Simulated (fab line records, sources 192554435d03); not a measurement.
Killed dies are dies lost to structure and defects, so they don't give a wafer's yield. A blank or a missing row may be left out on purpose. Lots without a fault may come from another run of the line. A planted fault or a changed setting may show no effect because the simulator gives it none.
Split-lot experiment | flow n5_finfet | 7 lots, 39 wafers read, on a route of 1938 steps

THE SPLIT
At N5_GATE_CUT_ALD_22 (deposits SiNx, target thk 16 nm, pulse time 1 s, ald cycles 320), the setting ald_cycles was moved away from the recipe's 320 on 15 of the 39 wafers read, by -8.8% to +10.6%. The other wafers ran this setting at the recipe's value.

The reading is taken at the split's own step.

THE READING
SiNx_of_GATE_CUT_ALD_22.thk_nm (the simulator's own value, which no gauge read), in nm, at N5_GATE_CUT_ALD_22 (deposits SiNx, target thk 16 nm, pulse time 1 s, ald cycles 320). The file gives no usual value for it. The 24 wafers here that ran the recipe average 16.0 nm, standard deviation 0.099 nm.

wafer  | tool, chamber at the split | ald_cycles as run | against the recipe | SiNx_of_GATE_CUT_ALD_22.thk_nm, nm | against lot-mates on the recipe
L079.1 | ald_sin-01, 2,0,1          | 351               | +9.7%              | 17.6                               | +1.5
L079.2 | ald_sin-01, 2,0,1          | 351               | +9.7%              | 17.6                               | +1.5
L079.4 | ald_sin-01, 2,0,1          | 351               | +9.7%              | 17.6                               | +1.5
L079.3 | ald_sin-01, 3,1            | 320               | recipe             | 16                                 | -
L079.6 | ald_sin-01, 3,1            | 320               | recipe             | 16                                 | -
L079.5 | ald_sin-01, 0              | 320               | recipe             | 16.2                               | -
L080.1 | ald_sin-01, 2,1            | 292               | -8.8%              | 14.6                               | -1.4
L080.6 | ald_sin-01, 2,1            | 292               | -8.8%              | 14.6                               | -1.4
L080.2 | ald_sin-01, 0,1,0          | 320               | recipe             | 16                                 | -
L080.4 | ald_sin-01, 0,1,0          | 320               | recipe             | 16                                 | -
L080.5 | ald_sin-01, 0,1,0          | 320               | recipe             | 16                                 | -
L080.3 | ald_sin-01, 3              | 292               | -8.8%              | 14.4                               | -1.6
L081.1 | ald_sin-01, 3,1,2,0        | 320               | recipe             | 16                                 | -
L081.2 | ald_sin-01, 3,1,2,0        | 320               | recipe             | 16                                 | -
L081.4 | ald_sin-01, 3,1,2,0        | 320               | recipe             | 16                                 | -
L081.5 | ald_sin-01, 3,1,2,0        | 320               | recipe             | 16                                 | -
L081.3 | ald_sin-01, 0,1            | 320               | recipe             | 16.2                               | -
L081.6 | ald_sin-01, 0,1            | 320               | recipe             | 16.2                               | -
L086.1 | ald_sin-03, 3              | 320               | recipe             | 15.8                               | -
L086.2 | ald_sin-03, 2              | 346               | +8.1%              | 17.2                               | +1.2
L086.6 | ald_sin-03, 2              | 346               | +8.1%              | 17.2                               | +1.2
L086.3 | ald_sin-03, 0              | 346               | +8.1%              | 17.4                               | +1.4
L086.4 | ald_sin-03, 0              | 320               | recipe             | 16.2                               | -
L086.5 | ald_sin-03, 3              | 320               | recipe             | 16                                 | -
L087.1 | ald_sin-01, 3,1,2          | 303               | -5.3%              | 15.2                               | -0.8
L087.3 | ald_sin-01, 3,1,2          | 303               | -5.3%              | 15.2                               | -0.8
L087.4 | ald_sin-01, 3,1,2          | 303               | -5.3%              | 15.2                               | -0.8
L087.2 | ald_sin-01, 0,3,0          | 320               | recipe             | 16                                 | -
L087.5 | ald_sin-01, 0,3,0          | 320               | recipe             | 16                                 | -
L087.6 | ald_sin-01, 0,3,0          | 320               | recipe             | 16                                 | -
L090.1 | ald_sin-04, 2,3,0          | 320               | recipe             | 16                                 | -
L090.3 | ald_sin-04, 2,3,0          | 320               | recipe             | 16                                 | -
L090.6 | ald_sin-04, 2,3,0          | 320               | recipe             | 16                                 | -
L095.1 | ald_sin-01, 3              | 320               | recipe             | 15.8                               | -
L095.2 | ald_sin-01, 0,2            | 320               | recipe             | 16                                 | -
L095.4 | ald_sin-01, 0,2            | 320               | recipe             | 16                                 | -
L095.3 | ald_sin-01, 1              | 354               | +10.6%             | 17.8                               | +1.9
L095.5 | ald_sin-01, 1,0            | 354               | +10.6%             | 17.6                               | +1.7
L095.6 | ald_sin-01, 1,0            | 354               | +10.6%             | 17.6                               | +1.7
Where a row lists several chambers, the file gives one row for several wafers and doesn't say which wafer went through which chamber.

THE FIT
A straight line over all 39 wafers: SiNx_of_GATE_CUT_ALD_22.thk_nm changes by +0.16 nm for each +1% of ald_cycles; r = +0.99; the points scatter about the line by 0.098 nm.
The same after taking each lot's own level away (the mean of its wafers on the recipe; 39 wafers): +0.161 nm for each +1%; r = +0.99; scatter 0.089 nm.
On that fit, the largest move of ald_cycles shifts the reading by 1.7 nm.
The lots' own levels span 15.93 to 16.07 nm, that is 1.4 times the standard deviation above.
So the lot-to-lot level changes the slope little: the two slopes agree.
Check: with one of the wafers moved furthest among these (+10.6%) left out of the fit, the line predicts +1.68 nm for it against its lot-mates. It came out at +1.87 nm against them.

OTHER SPLITS ON THESE WAFERS
These wafers also went through other splits before the reading. Each is held against what the fit with the lots' levels taken away leaves over:
other split on the same wafers       | wafers away from the commonest value | r with SiNx_of_GATE_CUT_ALD_22.thk_nm (lot level and that fit taken away)
N5_DUMMY_GATE_CVD_03 temp_c          | 33                                   | -0.19
N5_DUMMY_GATE_ETCH_31 target_depth_a | 12                                   | -0.14
N5_DUMMY_GATE_ETCH_32 time_s         | 12                                   | +0.00

THE FILE'S OWN FIT
SiNx_of_GATE_CUT_ALD_22.thk_nm changes by +0.161 nm for each +1% of ald_cycles, r = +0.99.
